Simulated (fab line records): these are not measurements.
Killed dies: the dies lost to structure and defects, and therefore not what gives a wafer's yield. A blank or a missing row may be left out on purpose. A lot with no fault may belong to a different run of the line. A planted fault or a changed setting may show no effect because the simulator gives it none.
Matching of chambers || flow nand-harc || rie-diel-06 running NHARC_A_CHANNEL_FILL_D1_ETCHBACK_20: 3 sister chambers
The step etches the open film in C4F8/O2/Ar, target depth 27 nm, time 13.5 s. 16 wafers are shown with their chamber, then 6 later ones without.

== WAFERS PAIRED WITH THEIR CHAMBERS ==
{"wafer": "L870.1", "chamber": 0, "rf-vpp-V (V)": 981, "rf-fwd-power-W (W)": 588.0, "oes-product-au (a.u.)": 0.97}
{"wafer": "L870.5", "chamber": 1, "rf-vpp-V (V)": 983, "rf-fwd-power-W (W)": 585.6, "oes-product-au (a.u.)": 0.97}
{"wafer": "L870.6", "chamber": 0, "rf-vpp-V (V)": 980, "rf-fwd-power-W (W)": 588.2, "oes-product-au (a.u.)": 0.97}
{"wafer": "L871.2", "chamber": 0, "rf-vpp-V (V)": 981, "rf-fwd-power-W (W)": 588.0, "oes-product-au (a.u.)": 0.93}
{"wafer": "L871.3", "chamber": 3, "rf-vpp-V (V)": 982, "rf-fwd-power-W (W)": 585.8, "oes-product-au (a.u.)": 0.94}
{"wafer": "L871.4", "chamber": 1, "rf-vpp-V (V)": 985, "rf-fwd-power-W (W)": 583.7, "oes-product-au (a.u.)": 0.92}
{"wafer": "L872.2", "chamber": 0, "rf-vpp-V (V)": 982, "rf-fwd-power-W (W)": 589.5, "oes-product-au (a.u.)": 0.99}
{"wafer": "L872.5", "chamber": 1, "rf-vpp-V (V)": 983, "rf-fwd-power-W (W)": 585.9, "oes-product-au (a.u.)": 0.98}
{"wafer": "L872.6", "chamber": 0, "rf-vpp-V (V)": 980, "rf-fwd-power-W (W)": 591.6, "oes-product-au (a.u.)": 1.00}
{"wafer": "L874.3", "chamber": 3, "rf-vpp-V (V)": 982, "rf-fwd-power-W (W)": 590.1, "oes-product-au (a.u.)": 1.01}
{"wafer": "L874.5", "chamber": 1, "rf-vpp-V (V)": 985, "rf-fwd-power-W (W)": 584.1, "oes-product-au (a.u.)": 0.99}
{"wafer": "L874.6", "chamber": 0, "rf-vpp-V (V)": 981, "rf-fwd-power-W (W)": 587.2, "oes-product-au (a.u.)": 1.00}
{"wafer": "L880.2", "chamber": 3, "rf-vpp-V (V)": 983, "rf-fwd-power-W (W)": 585.3, "oes-product-au (a.u.)": 1.02}
{"wafer": "L880.3", "chamber": 0, "rf-vpp-V (V)": 981, "rf-fwd-power-W (W)": 587.2, "oes-product-au (a.u.)": 1.00}
{"wafer": "L880.4", "chamber": 1, "rf-vpp-V (V)": 985, "rf-fwd-power-W (W)": 583.3, "oes-product-au (a.u.)": 0.99}
{"wafer": "L883.2", "chamber": 0, "rf-vpp-V (V)": 980, "rf-fwd-power-W (W)": 590.7, "oes-product-au (a.u.)": 1.01}

SIGNATURES, as means of the wafers listed above
{"reading": "rf-vpp-V", "chamber 0": 980.75, "chamber 1": 984.20, "chamber 3": 982.33, "scatter within a chamber": 0.831}
{"reading": "rf-fwd-power-W", "chamber 0": 588.800, "chamber 1": 584.520, "chamber 3": 587.067, "scatter within a chamber": 1.71}
{"reading": "oes-product-au", "chamber 0": 0.9838, "chamber 1": 0.9700, "chamber 3": 0.9900, "scatter within a chamber": 0.0304}
Rule: for a wafer and a chamber, the distance is found by dividing, reading by reading, the gap between the wafer's reading and the chamber's mean by the reading's scatter, squaring, summing and taking the root. The wafer belongs to the nearest chamber; if the next one is less than 2 further off, it can't be placed. How the scatter is found: for the shown wafers, subtract from each reading the mean of its chamber, square and add these, divide the total by (wafers less chambers), then take the root.

== WAFERS WHOSE CHAMBER IS MISSING ==
{"wafer": "L883.5", "rf-vpp-V (V)": 985, "rf-fwd-power-W (W)": 584.9, "oes-product-au (a.u.)": 1.01}
{"wafer": "L888.3", "rf-vpp-V (V)": 985, "rf-fwd-power-W (W)": 582.4, "oes-product-au (a.u.)": 0.91}
{"wafer": "L888.5", "rf-vpp-V (V)": 984, "rf-fwd-power-W (W)": 580.6, "oes-product-au (a.u.)": 0.92}
{"wafer": "L888.6", "rf-vpp-V (V)": 981, "rf-fwd-power-W (W)": 585.7, "oes-product-au (a.u.)": 0.93}
{"wafer": "L890.2", "rf-vpp-V (V)": 979, "rf-fwd-power-W (W)": 589.7, "oes-product-au (a.u.)": 0.92}
{"wafer": "L890.5", "rf-vpp-V (V)": 982, "rf-fwd-power-W (W)": 587.1, "oes-product-au (a.u.)": 0.93}

== CHAMBER TAKEN BY EACH ==
{"wafer": "L883.5", "from the rows above": "can't be placed: 1 or 3", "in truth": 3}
{"wafer": "L888.3", "from the rows above": 1, "in truth": 1}
{"wafer": "L888.5", "from the rows above": 1, "in truth": 1}
{"wafer": "L888.6", "from the rows above": "can't be placed: 0 or 3 or 1", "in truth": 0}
{"wafer": "L890.2", "from the rows above": "can't be placed: 0 or 3", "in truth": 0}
{"wafer": "L890.5", "from the rows above": "can't be placed: 3 or 0 or 1", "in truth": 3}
Correctly placed: 2 of 6. From these rows, 4 cannot be placed; in 4 the true chamber is one of the candidates. Wrongly placed: 0.
